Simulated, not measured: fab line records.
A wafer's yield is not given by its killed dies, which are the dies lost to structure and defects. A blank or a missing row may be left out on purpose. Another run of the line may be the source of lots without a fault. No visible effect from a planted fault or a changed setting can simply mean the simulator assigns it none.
fab line records | flow nandHarc
record: lots: 6 | wafers: 18 | lastDay: 31
route steps=1302 shown A_CHANNEL_HOLE_D2@601 A_CHANNEL_FILL_D2@610 A_STAIRCASE@639 END@1302
lots that met no fault: from a run of the same line without faults
startH: hours from the record's first day to the start of the lot's first wafer shown | waitH: hours since the lot's step before | " repeats the value in the row above | L1.1+2: one row covering several wafers at once | - no value, or no start given | * or withheld: withheld | < > ~ a bound
route shown NAME@n: names a module that has steps shown in the file, with the first one's number in the route | usual: average and standard deviation across the fault-free wafers | same: alike in all rows | chamber/n: place in a boat | sites: readings site by site | _std_site: how widely they spread, as a standard deviation | _edge_site: the outer-site mean with the inner-site mean subtracted | radiusMm: how far each site lies from the wafer's centre | mask NAME#n: copy n | behind: the last tool/chamber to shape the wafer | hold: cause of the lot's hold/its duration in hours/its outcome | device: the transistor (n, p or np) that didn't switch | end of line: the route-end tests of the same wafers | for a step that has no rows: nothing shown but its recipe | killed: dies lost to structure and defects at the first sort, not the wafer's yield | map: a wafer's dies, marking killed ones x, the rest . and places with no die _
set.NAME: the setting that was run; set.NAME@STEP: the one run at that earlier step | model.NAME: the simulator's own value behind a step, which no gauge read
certain route steps with their lots: each step a table, each wafer a row
services: a tool's chamber out of use, with start hour (startH, from the record's first day; less than 0 if before it), hours out, and reason
== steps ==
step: NHARC_A_CHANNEL_HOLE_D2_STRIP_42
recipe: cf4FlowSccm: 100 | chf3FlowSccm: 30 | arFlowSccm: 0 | biasW: 0 | chemistry: CF4/CHF3
step: NHARC_A_CHANNEL_HOLE_D2_STRIP_43
recipe: o2FlowSccm: 400 | cosFlowSccm: 20 | arFlowSccm: 0 | biasW: 0 | chemistry: O2/COS
step: NHARC_A_CHANNEL_HOLE_D2_ETCH_44
recipe: targetDepthA: 1400 | overetchA: 140 | timeS: 77 | ionEnergyEv: 100 | cf4FlowSccm: 80 | o2FlowSccm: 20 | arFlowSccm: 0 | rfW: 300 | biasW: 100 | chemistry: CF4/O2
step: NHARC_A_CHANNEL_HOLE_D2_STRIP_28
recipe: o2FlowSccm: 500 | arFlowSccm: 0 | biasW: 0 | chemistry: O2
usual: drypumpMotorCurrentA: 5.9/0.4 | mfcArSccm: 0.013/0.015 | oesProductAu: 1.000/0.0088 | rfVppV: 57.7/0.91 | showerheadPlenumPTorr: 3.52/0.13 | throttleValvePct: 17.035/0.0091
lot.wafer | tool       | chamber | startH | waitH | drypumpMotorCurrentA | mfcArSccm | oesProductAu | rfHoursCounterH | rfVppV | showerheadPlenumPTorr | throttleValvePct
L552.3    | rieDiel-02 | 2       | -      | -     | 6.0                  | 0.003     | 1.003        | 5.6             | 57.5   | 3.55                  | 17.054
L552.4    | "          | 0       | "      | "     | 5.6                  | 0.011     | 0.999        | 6.3             | 59.1   | 3.68                  | 17.038
L552.5    | "          | 2       | "      | "     | 6.0                  | 0.003     | 1.000        | -               | 56.9   | 3.55                  | 17.045
L553.2    | rieDiel-02 | 2       | -      | -     | 6.0                  | 0.003     | 1.003        | 6.4             | 57.7   | 3.54                  | 17.055
L553.4    | "          | 3       | "      | "     | 6.0                  | 0         | 1.012        | 9.0             | 58.7   | 3.51                  | 17.023
L553.6    | "          | 2       | "      | "     | 6.0                  | 0.003     | 0.994        | -               | 56.8   | 3.55                  | 17.044
L554.4    | rieDiel-02 | 0       | -      | -     | 5.7                  | 0.011     | 0.995        | 8.1             | 57.9   | 3.68                  | 17.048
L554.6    | "          | 2       | "      | "     | 6.0                  | 0.003     | 0.988        | -               | 57.6   | 3.54                  | 17.040
L554.5    | "          | 3       | "      | "     | 6.0                  | 0         | 0.993        | -               | 57.8   | 3.51                  | 17.047
L560.1    | rieDiel-02 | 1       | -      | -     | 5.9                  | 0.039     | 1.003        | 1.8             | 59.0   | 3.43                  | 17.049
L560.3    | "          | 2       | "      | "     | 6.0                  | 0.003     | 1.001        | 2.3             | 57.6   | 3.54                  | 17.024
L560.6    | "          | 1       | "      | "     | 5.9                  | 0.039     | 1.015        | -               | 57.3   | 3.43                  | 17.029
L563.1    | rieDiel-12 | 0       | -      | -     | 6.0                  | 0         | 1.007        | 1.4             | 56.7   | 3.41                  | 17.014
L563.5    | "          | 3       | "      | "     | 6.2                  | 0.007     | 1.010        | -               | 57.6   | 3.46                  | 17.037
L563.6    | "          | 0       | "      | "     | 6.0                  | 0         | 0.994        | -               | 57.9   | 3.41                  | 17.028
L562.2    | rieDiel-02 | 2       | -      | -     | 6.0                  | 0.003     | 0.993        | 3.5             | 58.0   | 3.54                  | 17.035
L562.5    | "          | 1       | "      | "     | 5.9                  | 0.039     | 1.005        | -               | 58.3   | 3.43                  | 17.036
L562.4    | "          | 2       | "      | "     | 6.0                  | 0.003     | 1.000        | -               | 58.2   | 3.54                  | 17.033
step: NHARC_A_CHANNEL_HOLE_D2_PRECLEAN_29
recipe: timeS: * | tempC: 50 | bathAgeMin: 0 | chemistry: SC1
step: NHARC_A_CHANNEL_HOLE_D2_SRD_30
step: NHARC_A_CHANNEL_HOLE_D2_CD_MEAS_31
usual: cdNm: 89.9/0.86
lot.wafer | tool     | chamber | startH | waitH | cdNm
L552.3    | cdSem-01 | -       | 361.52 | -     | 89.6
L552.4    | "        | -       | "      | "     | 89.3
L552.5    | "        | -       | "      | "     | 89.2
L553.2    | cdSem-03 | -       | 370.31 | -     | 90.0
L553.4    | "        | -       | "      | "     | 90.8
L553.6    | "        | -       | "      | "     | 89.8
L554.4    | cdSem-02 | -       | 380.87 | -     | 88.9
L554.5    | "        | -       | "      | "     | 90.5
L554.6    | "        | -       | "      | "     | 90.0
L560.1    | cdSem-02 | -       | 455.01 | -     | 88.7
L560.3    | "        | -       | "      | "     | 89.9
L560.6    | "        | -       | "      | "     | 89.3
L563.1    | cdSem-01 | -       | 473.10 | -     | 90.2
L563.5    | "        | -       | "      | "     | 90.7
L563.6    | "        | -       | "      | "     | 89.9
L562.2    | cdSem-03 | -       | 473.29 | -     | 92.2
L562.4    | "        | -       | "      | "     | 90.9
L562.5    | "        | -       | "      | "     | 90.2
step: NHARC_A_CHANNEL_HOLE_D2_XSEM_32
recipe: landingEnergyEv: 35000
step: NHARC_A_CHANNEL_HOLE_D2_INSPECT_40
usual: rawDefectCount: 293/92
lot.wafer | tool             | chamber | startH | waitH | rawDefectCount
L552.3    | defectInspect-02 | -       | 361.71 | -     | 213
L552.4    | "                | -       | "      | "     | 288
L552.5    | "                | -       | "      | "     | 164
L553.2    | defectInspect-01 | -       | 370.49 | -     | 421
L553.4    | "                | -       | "      | "     | 573
L553.6    | "                | -       | "      | "     | 656
L554.4    | defectInspect-02 | -       | 381.05 | -     | 386
L554.5    | "                | -       | "      | "     | 357
L554.6    | "                | -       | "      | "     | 333
L560.1    | defectInspect-01 | -       | 455.20 | -     | 360
L560.3    | "                | -       | "      | "     | 252
L560.6    | "                | -       | "      | "     | 249
L563.1    | defectInspect-02 | -       | 473.29 | -     | 401
L563.5    | "                | -       | "      | "     | 203
L563.6    | "                | -       | "      | "     | 273
L562.2    | defectInspect-02 | -       | 473.47 | -     | 222
L562.4    | "                | -       | "      | "     | 257
L562.5    | "                | -       | "      | "     | 354
step: NHARC_A_CHANNEL_FILL_D2_PRECLEAN_00
recipe: timeS: * | tempC: 50 | bathAgeMin: 0 | chemistry: SC1
step: NHARC_A_CHANNEL_FILL_D2_SRD_01
step: NHARC_A_CHANNEL_FILL_D2_ALD_02
recipe: targetThkA: 60 | pulseTimeS: 10 | aldCycles: 60 | tempC: 300 | material: SiO2
step: NHARC_A_CHANNEL_FILL_D2_ALD_03
recipe: targetThkA: 60 | pulseTimeS: 60 | aldCycles: 58 | tempC: 630 | pressureTorr: 2 | material: SiNx
usual: precursorPulseHeightRel: 1.000/0.019 | susceptorTempC: 629.96/0.29
lot.wafer | tool           | chamber | startH | waitH | precursorPulseHeightRel | susceptorTempC
L552.3    | aldSinBatch-01 | 0       | 365.38 | -     | 1.018                   | -
L552.4    | "              | 0       | "      | "     | 1.023                   | -
L552.5    | "              | 0       | "      | "     | 1.016                   | -
L553.2    | aldSinBatch-03 | 0       | 374.16 | -     | 0.983                   | -
L553.4    | "              | 0       | "      | "     | 1.011                   | -
L553.6    | "              | 0       | "      | "     | 1.012                   | -
L554.4    | aldSinBatch-01 | 0       | 384.67 | -     | 0.992                   | -
L554.5    | "              | 0       | "      | "     | 0.997                   | -
L554.6    | "              | 0       | "      | "     | 1.031                   | -
L560.1    | aldSinBatch-02 | 0       | 456.91 | -     | 1.012                   | 629.79
L560.3    | "              | 0       | "      | "     | 0.995                   | 630.00
L560.6    | "              | 0       | "      | "     | 1.010                   | 630.26
L562.2    | aldSinBatch-02 | 0       | 476.93 | -     | 0.995                   | 629.75
L562.4    | "              | 0       | "      | "     | 0.997                   | 630.23
L562.5    | "              | 0       | "      | "     | 1.022                   | 630.24
L563.1    | aldSinBatch-02 | 0       | 476.93 | -     | 0.962                   | 629.73
L563.5    | "              | 0       | "      | "     | 0.990                   | 629.70
L563.6    | "              | 0       | "      | "     | 0.990                   | 629.52
step: NHARC_A_CHANNEL_FILL_D2_ALD_14
recipe: targetThkA: 25 | pulseTimeS: 10 | aldCycles: 25 | tempC: 300 | material: SiO2
usual: heaterPowerW: 474/46 | precursorPulseHeightRel: 0.996/0.018 | susceptorTempC: 300.01/0.18
lot.wafer | tool     | chamber | startH | waitH | heaterPowerW | precursorPulseHeightRel | susceptorTempC
L552.4    | aldHk-01 | 1       | 368.97 | 0.1   | 599          | 1.016                   | -
L552.3    | "        | 3       | "      | "     | 473          | 1.009                   | -
L552.5    | "        | 0       | "      | "     | 429          | 1.014                   | -
L553.2    | aldHk-02 | 3       | 377.73 | 0.1   | 493          | 1.011                   | 299.75
L553.4    | "        | 0       | "      | "     | 486          | 0.977                   | 300.02
L553.6    | "        | 2       | "      | "     | 412          | 0.992                   | 300.08
L554.4    | aldHk-02 | 0       | 388.48 | 0.3   | 489          | 1.010                   | 300.33
L554.5    | "        | 3       | "      | "     | 522          | 1.001                   | 300.10
L554.6    | "        | 0       | "      | "     | 494          | 1.015                   | 299.91
L560.3    | aldHk-03 | 1       | 460.52 | 0.0   | 486          | 1.004                   | 300.00
L560.1    | "        | 3       | "      | "     | 410          | 1.010                   | 299.93
L560.6    | "        | 2       | "      | "     | 503          | 0.974                   | 300.12
L562.2    | aldHk-02 | 1       | 480.49 | 0.0   | 479          | 0.986                   | -
L562.4    | "        | 0       | "      | "     | 487          | 0.973                   | -
L562.5    | "        | 2       | "      | "     | 418          | 1.001                   | -
L563.1    | aldHk-03 | 2       | 480.53 | 0.1   | 496          | 1.016                   | -
L563.5    | "        | 1       | "      | "     | 485          | 1.009                   | -
L563.6    | "        | 2       | "      | "     | 489          | 0.970                   | -
step: NHARC_A_CHANNEL_FILL_D2_ALD_15
recipe: targetThkA: 20 | pulseTimeS: 60 | aldCycles: 19 | tempC: 630 | pressureTorr: 2 | material: SiNx
step: NHARC_A_CHANNEL_FILL_D2_ALD_16
recipe: targetThkA: 15 | pulseTimeS: 10 | aldCycles: 15 | tempC: 300 | material: SiO2
step: NHARC_A_CHANNEL_FILL_D2_ANNEAL_17
recipe: tempC: 850 | timeS: 1800
step: NHARC_A_CHANNEL_FILL_D2_CVD_18
recipe: targetThkA: 30 | tempC: 550 | material: poly-Si
step: NHARC_A_CHANNEL_FILL_D2_ETCHBACK_19
recipe: targetDepthA: 50 | timeS: 1.7 | hbrFlowSccm: 150 | cl2FlowSccm: 50 | rfW: 400 | icpW: 400 | biasW: 100 | chemistry: HBr/Cl2
step: NHARC_A_CHANNEL_FILL_D2_ETCHBACK_20
recipe: targetDepthA: 270 | timeS: 13.5 | c4f8FlowSccm: withheld | o2FlowSccm: 8 | arFlowSccm: withheld | rfW: 600 | biasW: 1500 | chemistry: C4F8/O2/Ar
usual: oesProductAu: 0.989/0.026 | rfVppV: 980/5.9
lot.wafer | tool       | chamber | startH | waitH | oesProductAu | rfHoursCounterH | rfVppV
L552.3    | rieDiel-08 | 2       | 387.02 | -     | 1.019        | 1               | 972
L552.4    | "          | 2       | "      | "     | 1.013        | -               | 969
L552.5    | "          | 1       | "      | "     | 1.012        | -               | 986
L553.2    | rieDiel-08 | 1       | 394.44 | -     | 1.009        | 1               | 985
L553.4    | "          | 1       | "      | "     | 1.006        | -               | 985
L553.6    | "          | 2       | "      | "     | 1.006        | -               | 970
L554.4    | rieDiel-08 | 1       | 408.35 | -     | 0.984        | 1               | 983
L554.6    | "          | 0       | "      | "     | 0.977        | -               | 973
L554.5    | "          | 1       | "      | "     | 0.979        | -               | 985
L560.3    | rieDiel-08 | 3       | 477.63 | -     | 0.970        | 3               | 980
L560.1    | "          | 1       | "      | "     | 0.953        | 3               | 984
L560.6    | "          | 3       | "      | "     | 0.969        | -               | 979
L562.2    | rieDiel-11 | 0       | 498.48 | -     | 0.980        | 8               | 970
L562.4    | "          | 3       | "      | "     | 0.996        | 9               | 988
L562.5    | "          | 1       | "      | "     | 0.988        | -               | 991
L563.1    | rieDiel-07 | 1       | 498.49 | -     | 0.999        | 1               | 975
L563.6    | "          | 3       | "      | "     | 1.006        | -               | 983
L563.5    | "          | 0       | "      | "     | 1.012        | -               | 982
step: NHARC_A_CHANNEL_FILL_D2_STRIP_28
recipe: timeS: 20 | o2FlowSccm: 500 | arFlowSccm: 0 | biasW: 0 | chemistry: O2
step: NHARC_A_CHANNEL_FILL_D2_PRECLEAN_21
recipe: timeS: 30 | chemistry: dHF
step: NHARC_A_CHANNEL_FILL_D2_SRD_23
step: NHARC_A_CHANNEL_FILL_D2_CVD_05
recipe: targetThkA: 50 | tempC: 550 | material: poly-Si
step: NHARC_A_CHANNEL_FILL_D2_ANNEAL_22
recipe: tempC: 620 | timeS: 7200
step: NHARC_A_CHANNEL_FILL_D2_ALD_25
recipe: targetThkA: 600 | pulseTimeS: 10 | aldCycles: 600 | tempC: 300 | material: SiOx
usual: heaterPowerW: 474/46 | precursorPulseHeightRel: 1.001/0.02 | susceptorTempC: 300.01/0.21
lot.wafer | tool     | chamber | startH | waitH | heaterPowerW | precursorPulseHeightRel | susceptorTempC
L552.3    | aldHk-01 | 0       | 401.77 | 1.8   | 423          | 1.015                   | 300.17
L552.4    | "        | 1       | "      | "     | 616          | 1.001                   | 300.16
L552.5    | "        | 3       | 403.65 | 3.7   | 458          | 1.026                   | 300.47
L553.4    | aldHk-03 | 0       | 407.07 | 0.7   | 487          | 0.953                   | 300.16
L553.2    | "        | 1       | "      | "     | 483          | 0.996                   | 300.01
L553.6    | "        | 0       | 409.49 | 3.1   | 478          | 1.062                   | 300.63
L554.4    | aldHk-01 | 1       | 421.59 | 1.3   | 598          | 0.954                   | 300.23
L554.5    | "        | 3       | 422.84 | 2.5   | 461          | 0.992                   | 300.01
L554.6    | "        | 0       | "      | "     | 406          | 0.994                   | 299.68
L560.3    | aldHk-01 | 1       | 490.83 | 0.8   | 580          | 0.984                   | 299.96
L560.1    | "        | 2       | "      | "     | 461          | 0.998                   | 299.81
L560.6    | "        | 0       | 492.70 | 2.7   | 415          | 1.021                   | 299.91
L563.1    | aldHk-02 | 1       | 510.43 | 0.1   | 480          | 0.985                   | 300.05
L563.5    | "        | 1       | 512.89 | 2.5   | 479          | 1.028                   | 300.03
L563.6    | "        | 2       | "      | "     | 409          | 0.987                   | 299.91
L562.2    | aldHk-03 | 2       | 511.04 | 0.7   | 488          | 0.990                   | 300.29
L562.4    | "        | 3       | "      | "     | 415          | 1.012                   | 300.17
L562.5    | "        | 2       | 513.48 | 3.1   | 498          | 0.988                   | 300.29
step: NHARC_A_CHANNEL_FILL_D2_ETCHBACK_08
recipe: targetDepthA: 2200 | timeS: 110 | c4f8FlowSccm: 20 | arFlowSccm: withheld | rfW: 600 | biasW: 300 | chemistry: C4F8
step: NHARC_A_CHANNEL_FILL_D2_STRIP_29
recipe: timeS: 20 | o2FlowSccm: 500 | arFlowSccm: 0 | biasW: 0 | chemistry: O2
step: NHARC_A_CHANNEL_FILL_D2_PRECLEAN_30
recipe: timeS: 30 | chemistry: dHF
step: NHARC_A_CHANNEL_FILL_D2_SRD_31
step: NHARC_A_CHANNEL_FILL_D2_CVD_09
recipe: targetThkA: 1500 | tempC: 620 | pressureMtorr: 200 | timeS: 3000 | material: poly-Si
step: NHARC_A_CHANNEL_FILL_D2_CMP_10
recipe: targetThkNm: 150
step: NHARC_A_CHANNEL_FILL_D2_SRD_12
step: NHARC_A_CHANNEL_FILL_D2_RTA_24
recipe: tempC: 1000 | timeS: 5
usual: lampPowerPct: 31.0/1.6 | wafer_temp_C_max: 1003.9/0.8
lot.wafer | tool         | chamber | startH | waitH | lampPowerPct | wafer_temp_C_max
L552.3    | rtpAnneal-02 | 0       | 412.41 | 0.1   | 32.5         | 1005.5
L552.4    | "            | 0       | "      | "     | 32.5         | 1003.7
L552.5    | "            | 0       | "      | "     | 32.5         | 1003.0
L553.2    | rtpAnneal-01 | 0       | 418.12 | 0.1   | 29.2         | 1003.8
L553.4    | "            | 0       | "      | "     | 29.2         | 1004.3
L553.6    | "            | 0       | "      | "     | 29.2         | 1004.0
L554.4    | rtpAnneal-01 | 0       | 433.14 | 0.1   | 29.2         | 1004.2
L554.5    | "            | 0       | "      | "     | 29.1         | 1002.7
L554.6    | "            | 0       | "      | "     | 29.2         | 1003.2
L560.1    | rtpAnneal-01 | 0       | 502.04 | 0.0   | 29.2         | 1002.8
L560.3    | "            | 0       | "      | "     | 29.2         | 1003.3
L560.6    | "            | 0       | "      | "     | 29.2         | 1003.8
L562.2    | rtpAnneal-02 | 0       | 522.12 | 0.1   | 32.5         | 1003.5
L562.4    | "            | 0       | "      | "     | 32.4         | 1002.8
L562.5    | "            | 0       | "      | "     | 32.5         | 1002.8
L563.1    | rtpAnneal-01 | 0       | 522.13 | 0.1   | 29.2         | 1005.0
L563.5    | "            | 0       | "      | "     | 29.2         | 1004.7
L563.6    | "            | 0       | "      | "     | 29.2         | 1002.3
step: NHARC_A_STAIRCASE_DEP_156
recipe: targetThkA: 500 | tempC: 400 | targetThkNm: 50 | flowSccm: 200 | rfW: 450 | material: SiNx
step: NHARC_A_STAIRCASE_DEHYDRATE_158
recipe: tempC: 150 | timeS: 120
step: NHARC_A_STAIRCASE_HMDS_159
recipe: timeS: 30
step: NHARC_A_STAIRCASE_COAT_160
recipe: spinRpm: 1200
step: NHARC_END_SORT_01
recipe: tempC: 25
usual: killedAtArray: 61/23 | killedAtOther: 1.3/1.4 | killedAtPeriphery: 4.0/2.6 | killedDies: 66/22 | killedOpen: 3.4/1.8 | killedShort: 2.3/1.4
same: grossDies: 677
lot.wafer | tool      | chamber | startH | waitH | killedAtArray | killedAtOther | killedAtPeriphery | killedDies | killedOpen | killedShort
L552.3    | prober-02 | 0       | 622.79 | 3.1   | 26            | 0             | 6                 | 32         | 3          | 1
L552.4    | prober-02 | 0       | 623.59 | 3.4   | 24            | 0             | 1                 | 25         | 5          | 3
L552.5    | prober-02 | 0       | 624.39 | 3.7   | 25            | 0             | 1                 | 26         | 6          | 3
L563.1    | prober-02 | 0       | 732.76 | 2.5   | 127           | 0             | 5                 | 132        | 0          | 3
L563.5    | prober-02 | 0       | 735.97 | 3.7   | 132           | 0             | 4                 | 136        | 2          | 2
L563.6    | prober-02 | 0       | 736.77 | 4.0   | 128           | 0             | 5                 | 133        | 5          | 3
L562.2    | prober-01 | 0       | 733.51 | 2.8   | 125           | 1             | 2                 | 128        | 1          | 1
L562.4    | prober-01 | 0       | 735.10 | 3.4   | 160           | 1             | 9                 | 170        | 1          | 5
L562.5    | prober-01 | 0       | 735.89 | 3.7   | 156           | 1             | 4                 | 161        | 4          | 0
killed by level:class
L552.3 A_CHANNEL_HOLE_D2:chamberFilmFlake=10 P_ZERO_WELL:chamberFilmFlake=4 A_CHANNEL_HOLE_D1:chamberFilmFlake=4 A_CONTACT:chamberFilmFlake=3 P_M0:geometricParticle:open=2 A_SLIT:chamberFilmFlake=2 A_WL_FILL:chamberFilmFlake=2 A_M1:chamberFilmFlake=2
L552.4 A_CHANNEL_HOLE_D2:chamberFilmFlake=10 A_CHANNEL_HOLE_D1:chamberFilmFlake=3 A_CHANNEL_HOLE_D2:geometricParticle:open=2 A_ONON_D1:geometricParticle:short=1 A_DECK1_JOINT:geometricParticle:short=1 A_SLIT:geometricParticle:short=1 A_SLIT:geometricParticle:open=1 A_BLC:geometricParticle:open=1
L552.5 A_CHANNEL_HOLE_D2:chamberFilmFlake=8 A_CHANNEL_FILL_D1:geometricParticle:short=2 A_CHANNEL_FILL_D2:geometricParticle:open=2 A_M0:geometricParticle:open=2 A_CHANNEL_HOLE_D1:chamberFilmFlake=2 A_WL_FILL:chamberFilmFlake=2 A_M1:chamberFilmFlake=2 A_CHANNEL_FILL_D2:geometricParticle:short=1
L563.1 A_CHANNEL_FILL_D2:unspecified=80 A_CHANNEL_HOLE_D2:chamberFilmFlake=18 A_CHANNEL_HOLE_D1:chamberFilmFlake=10 A_STAIRCASE:chamberFilmFlake=6 P_GATE:chamberFilmFlake=4 A_SLIT:chamberFilmFlake=4 A_CHANNEL_FILL_D2:chamberFilmFlake=2 A_WL_FILL:chamberFilmFlake=2
L562.2 A_CHANNEL_FILL_D2:unspecified=70 A_SLIT:chamberFilmFlake=32 A_CHANNEL_HOLE_D1:chamberFilmFlake=10 A_CONTACT:chamberFilmFlake=5 A_CHANNEL_FILL_D1:chamberFilmFlake=4 P_M1:chamberFilmFlake=2 A_SOURCE_PLATE:geometricParticle:open=1 A_M1:geometricParticle:short=1
L562.4 A_CHANNEL_FILL_D2:unspecified=83 A_SLIT:chamberFilmFlake=36 A_CHANNEL_HOLE_D1:chamberFilmFlake=31 P_GATE:chamberFilmFlake=6 A_CHANNEL_FILL_D1:chamberFilmFlake=2 A_CONTACT:chamberFilmFlake=2 P_STI:geometricParticle:short=1 P_M0:geometricParticle:short=1
L562.5 A_CHANNEL_FILL_D2:unspecified=85 A_SLIT:chamberFilmFlake=33 A_CHANNEL_HOLE_D1:chamberFilmFlake=26 A_CONTACT:chamberFilmFlake=4 A_DECK1_JOINT:chamberFilmFlake=3 A_CHANNEL_FILL_D2:geometricParticle:open=2 P_GATE:chamberFilmFlake=2 P_M0:geometricParticle:open=1
L563.5 A_CHANNEL_FILL_D2:unspecified=86 A_CHANNEL_HOLE_D2:chamberFilmFlake=24 A_STAIRCASE:chamberFilmFlake=9 A_CHANNEL_HOLE_D1:chamberFilmFlake=6 A_CONTACT:chamberFilmFlake=3 P_GATE:geometricParticle:short=1 A_CHANNEL_HOLE_D1:geometricParticle:open=1 A_WL_FILL:geometricParticle:short=1
L563.6 A_CHANNEL_FILL_D2:unspecified=80 A_CHANNEL_HOLE_D2:chamberFilmFlake=26 A_CHANNEL_HOLE_D1:chamberFilmFlake=7 A_STAIRCASE:chamberFilmFlake=3 A_CONTACT:chamberFilmFlake=3 A_SLIT:chamberFilmFlake=2 P_GATE:geometricParticle:open=1 P_CONTACT:geometricParticle:open=1
map L562.4 (x killed, . not)
____________.____________
_________.x....._________
_______....x......_______
______......x......______
_____......x........_____
____....xx...........____
____.....xxxx....x...____
___.......xxxx.x......___
___......xxx.x........___
__.....xxxxxxx.........__
__.......xxxx..........__
_........xxxxx.........._
_...........x..........._
_..........xx..........._
_.xx...x......x.x......._
_..xx......x............_
.xxxxx...................
xxxxxxx..................
xxxxxxxx............xx...
xxxxxxx..................
xxxxxxxx.................
_xxxxxxx.........x..x..._
_xxxxxxx.............xx._
_xxxxxx................x_
_xxxxxxx..........x....._
_xxxxxx......x.........._
__xxxx.x.......x.......__
__xxxx.x......xx.......__
___x.......x..x.x.....___
___..x....x..x.x.x....___
____.......x.xxxx.xx.____
____........xxxxxx...____
_____......xx.xx...._____
______.......xxx...______
_______.....x.x..._______
_________....xx._________
____________.____________
map L563.5 (x killed, . not)
____________.____________
_________......._________
_______..........._______
______.............______
_____....x.x........_____
____.....x.x.........____
____.....x.xx.x......____
___......xxx.xx.x.....___
___.......xxx.........___
__........xxx..........__
__......x.xxxx.........__
_........xxxxx.........._
_.......x.x.x..........._
_x......................_
_.x.......x.x..........._
_.x.xx.................._
xxxxxx.....x.............
xxxxxx.x................x
xxxxxxxx..x..............
xxxxxxxxx.............x..
xxxxxxx...............x..
_xxxxxx.x..............._
_xxxxxxx..........x....._
_xxxxxxx................_
_xxxxxx................._
_xxxxxxxx...........x..._
__xxxx.x....x...x......__
__xxx......x...........__
___xx.....x...........___
___.....x.........x...___
____.................____
____.................____
_____..............._____
______.............______
_______..........._______
_________...x..._________
____________.____________
== services ==
tool           | chamber | startH | hours | kind
rieDiel-02     | 2       | 340.72 | 6.1   | repair
rieDiel-02     | 0       | 348.20 | -     | clean
rieDiel-02     | 1       | 348.20 | -     | clean
rieDiel-02     | 2       | 348.20 | -     | clean
aldHk-02       | -       | 348.61 | 10.0  | pm
rieDiel-02     | 2       | 356.16 | 4.3   | repair
rieDiel-12     | 2       | 365.85 | 7.4   | repair
rieDiel-08     | -       | 367.80 | 9.0   | pm
rtpAnneal-01   | -       | 372.00 | 12.0  | pm
rieDiel-08     | 3       | 386.54 | 12.8  | repair
rieDiel-02     | -       | 393.70 | 9.0   | pm
aldHk-03       | -       | 396.43 | 10.0  | pm
rieDiel-11     | -       | 432.50 | 9.0   | pm
rieDiel-02     | -       | 442.00 | 0.7   | repair
rieDiel-12     | -       | 445.52 | 9.0   | pm
rieDiel-02     | 3       | 448.43 | 31.0  | repair
rieDiel-08     | 2       | 470.82 | 1.5   | repair
rieDiel-07     | -       | 471.20 | 9.0   | pm
aldHk-01       | -       | 478.34 | 10.0  | pm
rieDiel-12     | -       | 480.03 | 0.7   | repair
rieDiel-08     | 1       | 481.96 | 9.9   | repair
rieDiel-08     | 0       | 506.54 | 2.0   | repair
aldSinBatch-01 | -       | 508.89 | 26.0  | pm
rieDiel-11     | 3       | 518.81 | 2.8   | repair
== key ==
firstSign: step: NHARC_END_SORT_01 | reading: killedDies | direction: up | sigmas: 3.5 | usual: 66 | struck: 143
effect: step: NHARC_END_SORT_01 | reading: killedAtArray | direction: up | sigmas: 3.4 | usual: 61 | struck: 138
moreKillsBornAt: NHARC_A_CHANNEL_FILL_D2_ALD_03@aldSinBatch-02: 484
metAt NHARC_A_CHANNEL_FILL_D2_ALD_03
struckWafers L562.2,L562.4,L562.5,L563.1,L563.5,L563.6
testerLeftOut L562,L563
onsetBetween 456.91 476.93
alsoFits time
fault: kind: chamberParticleSource | tool: aldSinBatch-02 | chamber: - | onsetH: 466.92 | steps: NHARC_A_CHANNEL_FILL_D2_ALD_03 | ratePerVisitCm2: 1.6428 | endH: 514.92
testerLeftOut: of these lots the tester's yield and bins aren't shown, on N5 and GAA mostly nor the transistor test; their killed dies are dies lost to structure and defects alone, not to doping, threshold or leakage, so they don't give the yield
